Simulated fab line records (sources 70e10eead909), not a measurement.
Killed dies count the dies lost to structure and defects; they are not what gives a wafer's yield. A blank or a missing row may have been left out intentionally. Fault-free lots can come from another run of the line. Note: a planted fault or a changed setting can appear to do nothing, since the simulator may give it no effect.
Chamber matching / flow nandHarc / NHARC_A_STAIRCASE_ETCH_444 on rieDiel-11 has 4 sister chambers
The step etches the open film in C4F8/O2, target depth 10200 nm, time 3400 s. 18 wafers are shown with their chamber, then 9 later ones without.

== EACH WAFER AND ITS CHAMBER ==
wafer=L078.2; chamber=3; rfVppV (V)=801; oesProductAu (a.u.)=0.927
wafer=L078.5; chamber=2; rfVppV (V)=815; oesProductAu (a.u.)=0.925
wafer=L078.6; chamber=3; rfVppV (V)=801; oesProductAu (a.u.)=0.919
wafer=L079.1; chamber=3; rfVppV (V)=801; oesProductAu (a.u.)=0.918
wafer=L079.4; chamber=2; rfVppV (V)=815; oesProductAu (a.u.)=0.920
wafer=L079.6; chamber=1; rfVppV (V)=807; oesProductAu (a.u.)=0.916
wafer=L081.1; chamber=2; rfVppV (V)=814; oesProductAu (a.u.)=0.928
wafer=L081.3; chamber=3; rfVppV (V)=803; oesProductAu (a.u.)=0.924
wafer=L081.6; chamber=1; rfVppV (V)=808; oesProductAu (a.u.)=0.919
wafer=L084.2; chamber=0; rfVppV (V)=812; oesProductAu (a.u.)=0.920
wafer=L084.3; chamber=2; rfVppV (V)=815; oesProductAu (a.u.)=0.918
wafer=L084.6; chamber=0; rfVppV (V)=812; oesProductAu (a.u.)=0.930
wafer=L086.2; chamber=1; rfVppV (V)=807; oesProductAu (a.u.)=0.944
wafer=L086.4; chamber=3; rfVppV (V)=800; oesProductAu (a.u.)=0.967
wafer=L086.5; chamber=1; rfVppV (V)=808; oesProductAu (a.u.)=0.958
wafer=L088.2; chamber=3; rfVppV (V)=800; oesProductAu (a.u.)=0.964
wafer=L088.5; chamber=2; rfVppV (V)=816; oesProductAu (a.u.)=0.958
wafer=L088.6; chamber=3; rfVppV (V)=801; oesProductAu (a.u.)=0.964

SIGNATURES (means of the wafers above)
reading=rfVppV; chamber 0=812.00; chamber 1=807.50; chamber 2=815.00; chamber 3=801.00; scatter within a chamber=0.802
reading=oesProductAu; chamber 0=0.92500; chamber 1=0.93425; chamber 2=0.92980; chamber 3=0.94043; scatter within a chamber=0.0199
Rule: for a wafer and a chamber, the distance is found by dividing, reading by reading, the gap between the wafer's reading and the chamber's mean by the reading's scatter, squaring, summing and taking the root. The wafer belongs to the nearest chamber; if the next one is less than 2 further off, it can't be placed. The scatter: the root of (the sum of the squares of (reading less its chamber's mean) over the shown wafers, divided by (wafers less chambers)).

== WAFERS WHOSE CHAMBER IS MISSING ==
wafer=L090.1; rfVppV (V)=809; oesProductAu (a.u.)=0.953
wafer=L090.2; rfVppV (V)=816; oesProductAu (a.u.)=0.965
wafer=L090.4; rfVppV (V)=812; oesProductAu (a.u.)=0.952
wafer=L093.1; rfVppV (V)=815; oesProductAu (a.u.)=0.969
wafer=L093.2; rfVppV (V)=811; oesProductAu (a.u.)=0.984
wafer=L093.3; rfVppV (V)=800; oesProductAu (a.u.)=0.963
wafer=L095.2; rfVppV (V)=807; oesProductAu (a.u.)=0.937
wafer=L095.4; rfVppV (V)=800; oesProductAu (a.u.)=0.942
wafer=L095.5; rfVppV (V)=814; oesProductAu (a.u.)=0.955

== THE CHAMBER EACH PASSED THROUGH ==
wafer=L090.1; from the rows above=can't be placed: 1 or 0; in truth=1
wafer=L090.2; from the rows above=2; in truth=2
wafer=L090.4; from the rows above=0; in truth=0
wafer=L093.1; from the rows above=2; in truth=2
wafer=L093.2; from the rows above=can't be placed: 0 or 1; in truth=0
wafer=L093.3; from the rows above=3; in truth=3
wafer=L095.2; from the rows above=1; in truth=1
wafer=L095.4; from the rows above=3; in truth=3
wafer=L095.5; from the rows above=can't be placed: 2 or 0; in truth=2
6 of 9 placed correctly. These rows do not allow placing 3 (true chamber among the candidates in 3). Number placed wrongly: 0.
